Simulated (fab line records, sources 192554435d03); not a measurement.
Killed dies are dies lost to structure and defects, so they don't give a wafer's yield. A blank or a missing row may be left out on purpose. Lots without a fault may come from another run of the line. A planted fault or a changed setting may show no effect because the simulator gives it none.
Chamber matching | flow n5_finfet | N5_FIN_SAQP_PECVD_06 on pecvd-02: 3 sister chambers
The step deposits a-Si from SiH4/He, target thk 60 nm, time 48.1 s. 3 wafers are shown with their chamber, then 9 later ones without.

WAFERS WITH THEIR CHAMBER
wafer  | chamber | throttle_valve_pct (%)
L081.1 | 0       | 18.9
L081.4 | 1       | 19.5
L084.6 | 2       | 18.4

WAFERS WITHOUT THEIR CHAMBER
wafer  | throttle_valve_pct (%)
L086.1 | 18.7
L086.2 | 18.9
L086.4 | 18.8
L090.1 | 18.6
L090.3 | 18.7
L090.6 | 18.7
L094.2 | 18.9
L094.3 | 19.7
L094.4 | 18.7

WHICH CHAMBER EACH WENT THROUGH
wafer  | from the rows above     | in truth
L086.1 | can't be placed: 0 or 2 | 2
L086.2 | 0                       | 0
L086.4 | can't be placed: 0 or 2 | 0
L090.1 | can't be placed: 2 or 0 | 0
L090.3 | can't be placed: 0 or 2 | 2
L090.6 | can't be placed: 0 or 2 | 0
L094.2 | 0                       | 0
L094.3 | 1                       | 1
L094.4 | can't be placed: 0 or 2 | 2
Placed correctly: 3 of 9. Can't be placed from these rows: 6 (the true chamber is among the candidates in 6). Placed wrongly: 0.
How it was worked out, from the rows above alone: a wafer's distance from a chamber is the root of the sum, over the readings, of the square of ((its reading less the chamber's mean) divided by the reading's scatter). The wafer belongs to the nearest chamber; if the next one is less than 2 further off, it can't be placed. A chamber's mean is the mean of its shown wafers. The scatter: with one shown wafer a chamber, the root of the mean of the squares of how far each hidden wafer lies from its nearest shown one.
